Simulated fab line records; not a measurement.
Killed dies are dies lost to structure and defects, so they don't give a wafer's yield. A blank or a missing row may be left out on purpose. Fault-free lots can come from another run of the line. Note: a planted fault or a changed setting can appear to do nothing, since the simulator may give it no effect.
Matching of chambers || flow nandHarc || NHARC_A_STAIRCASE_DESCUM_443 on rieDiel-01: 4 sister chambers
The step chemistry O2, time 3 s. 8 wafers are shown with their chamber, then 12 later ones without.

== EACH WAFER AND ITS CHAMBER ==
{"wafer": "L083.6", "chamber": 0, "showerheadPlenumPTorr (Torr)": 1.90, "oesProductAu (a.u.)": 0.993}
{"wafer": "L088.6", "chamber": 2, "showerheadPlenumPTorr (Torr)": 1.89, "oesProductAu (a.u.)": 0.989}
{"wafer": "L088.1", "chamber": 0, "showerheadPlenumPTorr (Torr)": 1.90, "oesProductAu (a.u.)": 1.001}
{"wafer": "L088.4", "chamber": 1, "showerheadPlenumPTorr (Torr)": 1.92, "oesProductAu (a.u.)": 1.019}
{"wafer": "L088.5", "chamber": 3, "showerheadPlenumPTorr (Torr)": 1.80, "oesProductAu (a.u.)": 0.989}
{"wafer": "L090.2", "chamber": 3, "showerheadPlenumPTorr (Torr)": 1.80, "oesProductAu (a.u.)": 1.003}
{"wafer": "L090.3", "chamber": 1, "showerheadPlenumPTorr (Torr)": 1.92, "oesProductAu (a.u.)": 1.011}
{"wafer": "L090.6", "chamber": 2, "showerheadPlenumPTorr (Torr)": 1.88, "oesProductAu (a.u.)": 0.993}

== WAFERS WITHOUT THEIR CHAMBER ==
{"wafer": "L090.1", "showerheadPlenumPTorr (Torr)": 1.89, "oesProductAu (a.u.)": 0.992}
{"wafer": "L090.4", "showerheadPlenumPTorr (Torr)": 1.88, "oesProductAu (a.u.)": 0.994}
{"wafer": "L090.5", "showerheadPlenumPTorr (Torr)": 1.92, "oesProductAu (a.u.)": 1.010}
{"wafer": "L093.1", "showerheadPlenumPTorr (Torr)": 1.89, "oesProductAu (a.u.)": 0.994}
{"wafer": "L093.2", "showerheadPlenumPTorr (Torr)": 1.88, "oesProductAu (a.u.)": 1.002}
{"wafer": "L093.4", "showerheadPlenumPTorr (Torr)": 1.79, "oesProductAu (a.u.)": 0.996}
{"wafer": "L093.3", "showerheadPlenumPTorr (Torr)": 1.91, "oesProductAu (a.u.)": 1.013}
{"wafer": "L093.5", "showerheadPlenumPTorr (Torr)": 1.92, "oesProductAu (a.u.)": 1.018}
{"wafer": "L093.6", "showerheadPlenumPTorr (Torr)": 1.89, "oesProductAu (a.u.)": 0.992}
{"wafer": "L095.2", "showerheadPlenumPTorr (Torr)": 1.79, "oesProductAu (a.u.)": 0.990}
{"wafer": "L095.3", "showerheadPlenumPTorr (Torr)": 1.88, "oesProductAu (a.u.)": 0.999}
{"wafer": "L095.6", "showerheadPlenumPTorr (Torr)": 1.88, "oesProductAu (a.u.)": 1.000}

== THE CHAMBER EACH PASSED THROUGH ==
{"wafer": "L090.1", "from the rows above": "can't be placed: 2 or 0", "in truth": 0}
{"wafer": "L090.4", "from the rows above": 2, "in truth": 2}
{"wafer": "L090.5", "from the rows above": 1, "in truth": 1}
{"wafer": "L093.1", "from the rows above": "can't be placed: 2 or 0", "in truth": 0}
{"wafer": "L093.2", "from the rows above": 2, "in truth": 2}
{"wafer": "L093.4", "from the rows above": 3, "in truth": 3}
{"wafer": "L093.3", "from the rows above": "can't be placed: 1 or 0", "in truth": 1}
{"wafer": "L093.5", "from the rows above": 1, "in truth": 1}
{"wafer": "L093.6", "from the rows above": "can't be placed: 2 or 0", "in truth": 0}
{"wafer": "L095.2", "from the rows above": 3, "in truth": 3}
{"wafer": "L095.3", "from the rows above": 2, "in truth": 2}
{"wafer": "L095.6", "from the rows above": 2, "in truth": 2}
8 of 12 placed correctly. Not placeable from these rows: 4 (in 4, the candidates include the true chamber). Number placed wrongly: 0.
How it was worked out, from the rows above alone: a wafer's distance from a chamber is the root of the sum, over the readings, of the square of ((its reading less the chamber's mean) divided by the reading's scatter). The wafer belongs to the nearest chamber; if the next one is less than 2 further off, it can't be placed. A chamber's mean is the mean of its shown wafers. The scatter is the square root of a quotient: the sum, over the shown wafers, of each reading's squared deviation from its chamber's mean, divided by wafers minus chambers.
